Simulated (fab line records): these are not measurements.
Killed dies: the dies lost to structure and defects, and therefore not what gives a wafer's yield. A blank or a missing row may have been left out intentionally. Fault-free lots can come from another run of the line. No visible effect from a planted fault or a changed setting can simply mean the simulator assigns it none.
Matching of chambers || flow nand harc || NHARC_A_STAIRCASE_DESCUM_270 on rie diel-08 has 4 sister chambers
The step chemistry O2, time 3 s. 8 wafers are shown with their chamber, then 7 later ones without.

## WAFERS, EACH WITH ITS CHAMBER
{"wafer": "L074.6", "chamber": 2, "drypump motor current A (A)": 6.3, "showerhead plenum p Torr (Torr)": 1.93}
{"wafer": "L076.5", "chamber": 0, "drypump motor current A (A)": 6.1, "showerhead plenum p Torr (Torr)": 2.07}
{"wafer": "L078.1", "chamber": 2, "drypump motor current A (A)": 6.4, "showerhead plenum p Torr (Torr)": 1.92}
{"wafer": "L080.1", "chamber": 3, "drypump motor current A (A)": 5.1, "showerhead plenum p Torr (Torr)": 1.96}
{"wafer": "L080.2", "chamber": 0, "drypump motor current A (A)": 6.0, "showerhead plenum p Torr (Torr)": 2.07}
{"wafer": "L080.6", "chamber": 1, "drypump motor current A (A)": 5.5, "showerhead plenum p Torr (Torr)": 1.93}
{"wafer": "L083.3", "chamber": 3, "drypump motor current A (A)": 5.1, "showerhead plenum p Torr (Torr)": 1.95}
{"wafer": "L083.4", "chamber": 1, "drypump motor current A (A)": 5.5, "showerhead plenum p Torr (Torr)": 1.92}

## WAFERS WITH NO CHAMBER GIVEN
{"wafer": "L083.6", "drypump motor current A (A)": 5.1, "showerhead plenum p Torr (Torr)": 1.95}
{"wafer": "L087.1", "drypump motor current A (A)": 6.0, "showerhead plenum p Torr (Torr)": 2.06}
{"wafer": "L087.2", "drypump motor current A (A)": 6.3, "showerhead plenum p Torr (Torr)": 1.91}
{"wafer": "L087.3", "drypump motor current A (A)": 5.5, "showerhead plenum p Torr (Torr)": 1.92}
{"wafer": "L093.1", "drypump motor current A (A)": 5.1, "showerhead plenum p Torr (Torr)": 1.94}
{"wafer": "L093.2", "drypump motor current A (A)": 5.5, "showerhead plenum p Torr (Torr)": 1.91}
{"wafer": "L093.5", "drypump motor current A (A)": 5.5, "showerhead plenum p Torr (Torr)": 1.91}

## WHICH CHAMBER EACH WENT THROUGH
{"wafer": "L083.6", "from the rows above": 3, "in truth": 3}
{"wafer": "L087.1", "from the rows above": 0, "in truth": 0}
{"wafer": "L087.2", "from the rows above": 2, "in truth": 2}
{"wafer": "L087.3", "from the rows above": 1, "in truth": 1}
{"wafer": "L093.1", "from the rows above": 3, "in truth": 3}
{"wafer": "L093.2", "from the rows above": 1, "in truth": 1}
{"wafer": "L093.5", "from the rows above": 1, "in truth": 1}
Correctly placed: 7 of 7. From these rows, 0 cannot be placed. Wrongly placed: 0.
How it was worked out, from the rows above alone: a wafer's distance from a chamber is the root of the sum, over the readings, of the square of ((its reading less the chamber's mean) divided by the reading's scatter). If the next closest chamber is less than 2 further off than the closest, the wafer can't be placed; otherwise it belongs to the closest. Each chamber's mean is taken over the wafers shown for it. The scatter: take each reading less its chamber's mean, square it, sum over the shown wafers, divide by the number of wafers less the number of chambers, and take the root.
